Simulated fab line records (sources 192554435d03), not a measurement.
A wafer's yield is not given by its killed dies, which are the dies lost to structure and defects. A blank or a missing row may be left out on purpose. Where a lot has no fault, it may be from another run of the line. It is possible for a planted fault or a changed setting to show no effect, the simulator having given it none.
Split-lot study    flow n5 finfet    on a route of 1938 steps: 7 lots, 21 wafers read

## THE SPLIT ITSELF
At N5_BEOL_M11_COAT_22 (resist thk 90 nm), the setting spin rpm was moved away from the recipe's 1500 rpm on 7 of the 21 wafers read, by -9.0% to -7.1%. All remaining wafers had this setting at the recipe value.

The reading is taken at the split's own step.

## THE READING
CAR-ArF_of_BEOL_M11_COAT_22.thk nm (the simulator's own value, which no gauge read), in nm, at N5_BEOL_M11_COAT_22 (resist thk 90 nm). The file gives no usual value for it. Here, 14 wafers ran the recipe; their average is 90.1 nm with a standard deviation of 0.22 nm.

wafer   tool, chamber at the split  spin rpm as run, rpm  against the recipe  CAR-ArF_of_BEOL_M11_COAT_22.thk nm, nm  against lot-mates on the recipe
L075.1  litho track-05, 0           1500                  recipe              90.2                                    -
L075.4  litho track-05, 0           1500                  recipe              90.2                                    -
L075.5  litho track-05, 0           1500                  recipe              90                                      -
L078.1  litho track-05, 0           1500                  recipe              90.2                                    -
L078.4  litho track-05, 0           1500                  recipe              90.2                                    -
L078.2  litho track-05, 0           1500                  recipe              90                                      -
L084.2  litho track-05, 0           1382                  -7.9%               93.6                                    +3.8
L084.3  litho track-05, 0           1382                  -7.9%               93.8                                    +4.0
L084.5  litho track-05, 0           1500                  recipe              89.8                                    -
L085.2  litho track-05, 0           1500                  recipe              89.8                                    -
L085.4  litho track-05, 0           1500                  recipe              90.4                                    -
L085.6  litho track-05, 0           1500                  recipe              90                                      -
L089.1  litho track-02, 0           1500                  recipe              90.4                                    -
L089.4  litho track-02, 0           1500                  recipe              90.2                                    -
L089.5  litho track-02, 0           1500                  recipe              90                                      -
L096.1  litho track-05, 0           1393                  -7.1%               93                                      +3.4
L096.3  litho track-05, 0           1393                  -7.1%               93                                      +3.4
L096.2  litho track-05, 0           1500                  recipe              89.6                                    -
L097.2  litho track-05, 0           1365                  -9.0%               94.4                                    no lot-mate on the recipe
L097.4  litho track-05, 0           1365                  -9.0%               94.8                                    no lot-mate on the recipe
L097.6  litho track-05, 0           1365                  -9.0%               94.8                                    no lot-mate on the recipe

FIT RESULTS
A straight line over all 21 wafers: CAR-ArF_of_BEOL_M11_COAT_22.thk nm changes by -0.478 nm for each +1% of spin rpm; r = -0.99; the points scatter about the line by 0.29 nm.
The same after taking each lot's own level away (the mean of its wafers on the recipe; 18 wafers): -0.487 nm for each +1%; r = -1.00; scatter 0.15 nm.
On that fit, the largest move of spin rpm shifts the reading by 4.4 nm.
The span of the lots' own levels, 89.60 to 90.20 nm, comes to 2.7 times the standard deviation stated above.
The two slopes agree, so the slope changes little with the lot-to-lot level.
Check: for one of the wafers moved furthest among these (-7.9%), held out of the fit, the line's prediction against its lot-mates is +3.84 nm. Against them it came out at +3.8 nm.

## THE OTHER SPLITS THESE WAFERS WENT THROUGH
Other splits were also applied to these wafers ahead of the reading. Each is held against what the fit with the lots' levels taken away leaves over:
other split on the same wafers  wafers away from the commonest value  r with CAR-ArF_of_BEOL_M11_COAT_22.thk nm (lot level and that fit taken away)
N5_BEOL_M10_COAT_05 spin rpm    7                                     -0.23
N5_BEOL_M10_COAT_22 spin rpm    7                                     +0.03
N5_BEOL_M10_EXPOSE_25 dose mj   5                                     -0.11

## FILE'S OWN FIT
CAR-ArF_of_BEOL_M11_COAT_22.thk nm changes by -0.487 nm for each +1% of spin rpm, r = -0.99.
